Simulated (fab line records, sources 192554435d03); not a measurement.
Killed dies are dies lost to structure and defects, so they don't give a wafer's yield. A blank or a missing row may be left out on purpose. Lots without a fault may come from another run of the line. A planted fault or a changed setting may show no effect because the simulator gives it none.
Split-lot experiment | flow n5_finfet | 7 lots, 21 wafers read, on a route of 1938 steps

THE SPLIT
At N5_ZERO_LAYER_PECVD_02 (deposits SiO2 from SiH4/N2O, target thk 10 nm, time 6 s), the setting time_s was moved away from the recipe's 6 s on 6 of the 21 wafers read, by -14.2% to +14.8%. The other wafers ran this setting at the recipe's value.

The reading is taken at the split's own step.

THE READING
SiO2_of_ZERO_LAYER_PECVD_02.thk_nm (the simulator's own value, which no gauge read), in nm, at N5_ZERO_LAYER_PECVD_02 (deposits SiO2 from SiH4/N2O, target thk 10 nm, time 6 s). The file gives no usual value for it. The 15 wafers here that ran the recipe average 9.989 nm, standard deviation 0.097 nm.

wafer  | tool, chamber at the split | time_s as run, s | against the recipe | SiO2_of_ZERO_LAYER_PECVD_02.thk_nm, nm | against lot-mates on the recipe
L074.2 | pecvd-02, 0                | 6                | recipe             | 9.91                                   | -
L074.5 | pecvd-02, 2                | 5.428            | -9.5%              | 8.995                                  | -1.030
L074.6 | pecvd-02, 1                | 6                | recipe             | 10.14                                  | -
L082.1 | pecvd-02, 0                | 6                | recipe             | 9.902                                  | -
L082.3 | pecvd-02, 1                | 6                | recipe             | 10.17                                  | -
L082.5 | pecvd-02, 2                | 5.608            | -6.5%              | 9.24                                   | -0.796
L089.2 | pecvd-04, 1                | 5.165            | -13.9%             | 8.337                                  | -1.719
L089.3 | pecvd-04, 0                | 6                | recipe             | 9.981                                  | -
L089.5 | pecvd-04, 2                | 6                | recipe             | 10.13                                  | -
L090.3 | pecvd-04, 0                | 6                | recipe             | 9.969                                  | -
L090.5 | pecvd-04, 0                | 6.367            | +6.1%              | 10.64                                  | +0.641
L090.6 | pecvd-04, 1                | 6                | recipe             | 10.03                                  | -
L093.1 | pecvd-04, 0                | 6                | recipe             | 9.816                                  | -
L093.4 | pecvd-04, 0                | 6                | recipe             | 10.04                                  | -
L093.6 | pecvd-04, 0                | 6.887            | +14.8%             | 11.54                                  | +1.612
L094.1 | pecvd-03, 2                | 6                | recipe             | 10                                     | -
L094.3 | pecvd-03, 2                | 6                | recipe             | 9.92                                   | -
L094.4 | pecvd-03, 1                | 5.148            | -14.2%             | 8.503                                  | -1.457
L097.1 | pecvd-02, 0                | 6                | recipe             | 9.888                                  | -
L097.3 | pecvd-02, 1                | 6                | recipe             | 9.996                                  | -
L097.4 | pecvd-02, 1                | 6                | recipe             | 9.936                                  | -

THE FIT
A straight line over all 21 wafers: SiO2_of_ZERO_LAYER_PECVD_02.thk_nm changes by +0.109 nm for each +1% of time_s; r = +0.99; the points scatter about the line by 0.095 nm.
The same after taking each lot's own level away (the mean of its wafers on the recipe; 21 wafers): +0.111 nm for each +1%; r = +0.99; scatter 0.092 nm.
On that fit, the largest move of time_s shifts the reading by 1.6 nm.
The lots' own levels span 9.9280 to 10.0555 nm, that is 1.3 times the standard deviation above.
So the lot-to-lot level changes the slope little: the two slopes agree.
Check: with one of the wafers moved furthest among these (+14.8%) left out of the fit, the line predicts +1.65 nm for it against its lot-mates. It came out at +1.61 nm against them.

THE FILE'S OWN FIT
SiO2_of_ZERO_LAYER_PECVD_02.thk_nm changes by +0.111 nm for each +1% of time_s, r = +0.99.
